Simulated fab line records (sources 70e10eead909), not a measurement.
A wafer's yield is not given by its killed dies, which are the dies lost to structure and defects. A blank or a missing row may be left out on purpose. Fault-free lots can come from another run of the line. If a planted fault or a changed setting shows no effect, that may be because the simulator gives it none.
Chamber matching + flow nand_harc + rie_diel-09 running NHARC_P_M0_ETCH_34: 4 sister chambers
The step etches the open film in N2/H2, target depth 40 nm, overetch 12 nm, time 43.94 s. 4 wafers are shown with their chamber, then 9 later ones without.

== WAFERS PAIRED WITH THEIR CHAMBERS ==
| wafer  | chamber | drypump_motor_current_A (A) |
|--------|---------|-----------------------------|
| L759.1 | 0       | 6.4                         |
| L759.5 | 3       | 5.4                         |
| L760.3 | 1       | 6.5                         |
| L760.5 | 2       | 5.1                         |

== WAFERS WHOSE CHAMBER IS MISSING ==
| wafer  | drypump_motor_current_A (A) |
|--------|-----------------------------|
| L765.1 | 6.6                         |
| L765.2 | 6.4                         |
| L765.6 | 5.1                         |
| L771.2 | 5.1                         |
| L771.5 | 6.4                         |
| L771.6 | 6.6                         |
| L772.1 | 5.4                         |
| L772.2 | 6.4                         |
| L772.5 | 5.4                         |

== CHAMBER TAKEN BY EACH ==
| wafer  | from the rows above | in truth |
|--------|---------------------|----------|
| L765.1 | 1                   | 1        |
| L765.2 | 0                   | 0        |
| L765.6 | 2                   | 2        |
| L771.2 | 2                   | 2        |
| L771.5 | 0                   | 0        |
| L771.6 | 1                   | 1        |
| L772.1 | 3                   | 3        |
| L772.2 | 0                   | 0        |
| L772.5 | 3                   | 3        |
Correctly placed: 9 of 9. Can't be placed from these rows: 0. Wrongly placed: 0.
How it was worked out, from the rows above alone: a wafer's distance from a chamber is the root of the sum, over the readings, of the square of ((its reading less the chamber's mean) divided by the reading's scatter). The wafer belongs to the nearest chamber; if the next one is less than 2 further off, it can't be placed. For every chamber, the mean is computed from those of its wafers that are shown. The scatter: root of mean squared gap, hidden wafer to nearest shown wafer, with one shown wafer a chamber.
